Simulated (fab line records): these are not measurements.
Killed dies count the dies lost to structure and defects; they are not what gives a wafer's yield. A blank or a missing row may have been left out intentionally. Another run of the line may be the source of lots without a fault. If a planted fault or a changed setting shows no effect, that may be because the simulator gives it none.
Struck lot and sound lot, side by side ; flow n5-finfet ; 29 steps out of a route of 1938
Sound: the wafers L429.2, L429.3, L429.5. The struck wafers were L420.2, L420.5. At the end, the cause is stated.
Each step with rows lists, per side, the tool, then ch with its chambers, then its first start. Under that, the readings that differ: sound wafers ; struck wafers ; difference of the means ; sigmas: that difference in standard deviations of wafers without a fault.
alike: same words and numbers on both sides, and readings whose means sit less than 2 such deviations apart. not compared: any withheld reading, any reading some wafer has no value for, any bound like >300 that may hide the same value, and any number with overlapping values for which the record gives no deviation.
A row with sigmas, a row that says differs or no value, or rows on one side alone: a step with any of these is where the two part. When numbers do not overlap yet have no deviation, they are printed without sigmas and do not part them. A reading missing from all wafers of one side parts the sides only when that side holds two or more wafers.

first, 9 steps without rows for these wafers: N5_BEOL_M0_SAQP_EXPOSE_37 (exposes mask M0 CUT1, target cd 30 nm); N5_BEOL_M0_SAQP_PEB_38 (peb time 60 s); N5_BEOL_M0_SAQP_DEVELOP_39 (develop time 30 s); N5_BEOL_M0_SAQP_DESCUM_45 (chemistry O2, time 7 s); N5_BEOL_M0_SAQP_ETCH_88 (etches underlayer in N2/H2, target depth 6.5 nm, time 5.2 s); N5_BEOL_M0_SAQP_ETCH_73 (etches SiARC in CF4, target depth 19.5 nm, time 32.5 s); N5_BEOL_M0_SAQP_CUT_ETCH_46 (etches SOC in N2/H2, target depth 135 nm, overetch 27 nm, time 202.5 s); N5_BEOL_M0_SAQP_STRIP_74 (strips in N2/H2); N5_BEOL_M0_SAQP_STRIP_89 (strips in N2/H2).
N5_BEOL_M0_SAQP_ALD_48: deposits SiO2, target thk 20 nm, pulse time 1 s, co reactant pulse time 1 s.
  sound on ald-sin-04 ch 1,2,3, day 11 00:22; struck on ald-sin-01 ch 0,3, day 8 21:06
reading;sound;struck;difference;sigmas
ald-cycles;139 139 139;163 163;+24;
model.SiO2_of_BEOL_M0_SAQP_ALD_48.thk-nm (nm);20 20 20;23.4 23.4;+3.4;
  alike: chamber-pressure-Torr, heater-power-w, precursor-pulse-height-rel
then, 15 steps without rows for these wafers: N5_BEOL_M0_SAQP_ETCH_49 (etches SiO2 in CF4/O2, target depth 37 nm); N5_BEOL_M0_SAQP_STRIP_75 (strips in CF4); N5_BEOL_M0_CUTY_COAT_50 (time 60 s, resist thk 15 nm); N5_BEOL_M0_CUTY_COAT_51 (resist thk 150 nm); N5_BEOL_M0_CUTY_EBR_52; N5_BEOL_M0_CUTY_SOFTBAKE_53 (time 60 s); N5_BEOL_M0_CUTY_EXPOSE_54 (exposes mask M0 ABLK); N5_BEOL_M0_CUTY_PEB_55 (peb time 60 s); N5_BEOL_M0_CUTY_DEVELOP_56 (develop time 30 s); N5_BEOL_M0_CUTY_DESCUM_61 (chemistry O2, time 7.9 s); N5_BEOL_M0_CUTY_ETCH_62 (etches SiARC in CF4, time 58.5 s); N5_BEOL_M0_CUTY_ETCH_63 (etches SOC in N2/H2, target depth 82.7 nm, overetch 16.5 nm, time 124 s); N5_BEOL_M0_CUTY_STRIP_64 (strips in N2/H2); N5_BEOL_M0_ETCH_138 (etches SiCN in CH3F/O2, target depth 12 nm, time 31.6 s); N5_BEOL_M0_HM_OPEN_105 (chemistry Cl2/BCl3, target TiN, target depth 12 nm).
N5_BEOL_M0_STRIP_140: strips in CF4.
  sound on rie-diel-03 ch 2,3, day 11 02:02; struck on rie-diel-05 ch 1,3, day 9 08:52
reading;sound;struck;difference;sigmas
model.SiO2_of_BEOL_M0_SAQP_ALD_48.thk-nm (nm);11.4 11 10.8;12.8 14.2;+2.4;
  alike: chamber-pressure-mTorr, drypump-motor-current-A, oes-product-au, rf-vpp-V, showerhead-plenum-p-Torr, throttle-valve-pct
  not compared: rf-hours-counter-h
then, 1 step without rows for these wafers: N5_BEOL_M0_STRIP_104 (strips in N2/H2).
-- record jumps: 2 days separate the struck wafers' starts on either side; left off in module BEOL_M0, taken up again in module BEOL_M4, whose first shown step is the route's number 1111 --
N5_BEOL_M4_RC_MEAS_101:
  sound on prober-01 ch 0, day 13 22:35; struck on prober-02 ch 0, day 11 13:23
  alike: DIBL_N, DIBL_P, IOFF_N, IOFF_P, ION_N, ION_P, SS_N, SS_P, VT_N, VT_P
-- the record jumps here: 5 days lie between the struck wafers' starts before and after (it left off in module BEOL_M4 and takes up again in module PASSIVATION, whose first step shown is number 1936 of the route) --
N5_PASSIVATION_PROBE_49:
  sound: prober-01 at day 18 07:31; struck: prober-02 at day 16 16:32
  alike: defect-limited-yield, killed_at_M0_to_M3, killed_at_M4_up, killed-at-contacts, killed-at-front-end, killed-at-other, killed-dies, killed-on-rim, killed-open, killed-short, sort_bin_4_leakage, sort_bin_5_function, sort_bin_6_memory, sort_bin_8_speed, sort-n-pass, sort-yield-pct

WHERE THEY PART
Nowhere in this record.

WHY: the cause the simulator had injected
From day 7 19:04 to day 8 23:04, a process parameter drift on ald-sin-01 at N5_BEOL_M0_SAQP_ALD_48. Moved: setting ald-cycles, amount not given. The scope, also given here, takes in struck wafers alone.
